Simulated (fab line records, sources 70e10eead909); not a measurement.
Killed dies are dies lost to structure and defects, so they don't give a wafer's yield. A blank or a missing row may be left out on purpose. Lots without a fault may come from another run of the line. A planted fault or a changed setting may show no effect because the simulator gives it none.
Chamber matching | flow nand_harc | NHARC_A_STAIRCASE_ETCHBACK_157 on rie_diel-05: 4 sister chambers
The step etches the open film in CH3F/O2, target depth 90 nm, time 167.14 s. 4 wafers are shown with their chamber, then 8 later ones without.

WAFERS WITH THEIR CHAMBER
wafer  | chamber | showerhead_plenum_p_Torr (Torr)
L081.4 | 1       | 2.30
L086.1 | 0       | 2.31
L086.2 | 3       | 2.47
L088.2 | 2       | 2.49

WAFERS WITHOUT THEIR CHAMBER
wafer  | showerhead_plenum_p_Torr (Torr)
L088.3 | 2.47
L088.6 | 2.49
L094.2 | 2.49
L094.5 | 2.29
L094.6 | 2.48
L097.2 | 2.30
L097.3 | 2.28
L097.4 | 2.45

WHICH CHAMBER EACH WENT THROUGH
wafer  | from the rows above     | in truth
L088.3 | can't be placed: 3 or 2 | 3
L088.6 | can't be placed: 2 or 3 | 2
L094.2 | can't be placed: 2 or 3 | 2
L094.5 | can't be placed: 1 or 0 | 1
L094.6 | can't be placed: 3 or 2 | 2
L097.2 | can't be placed: 1 or 0 | 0
L097.3 | can't be placed: 1 or 0 | 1
L097.4 | can't be placed: 3 or 2 | 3
Placed correctly: 0 of 8. Can't be placed from these rows: 8 (the true chamber is among the candidates in 8). Placed wrongly: 0.
How it was worked out, from the rows above alone: a wafer's distance from a chamber is the root of the sum, over the readings, of the square of ((its reading less the chamber's mean) divided by the reading's scatter). The wafer belongs to the nearest chamber; if the next one is less than 2 further off, it can't be placed. A chamber's mean is the mean of its shown wafers. The scatter: with one shown wafer a chamber, the root of the mean of the squares of how far each hidden wafer lies from its nearest shown one.
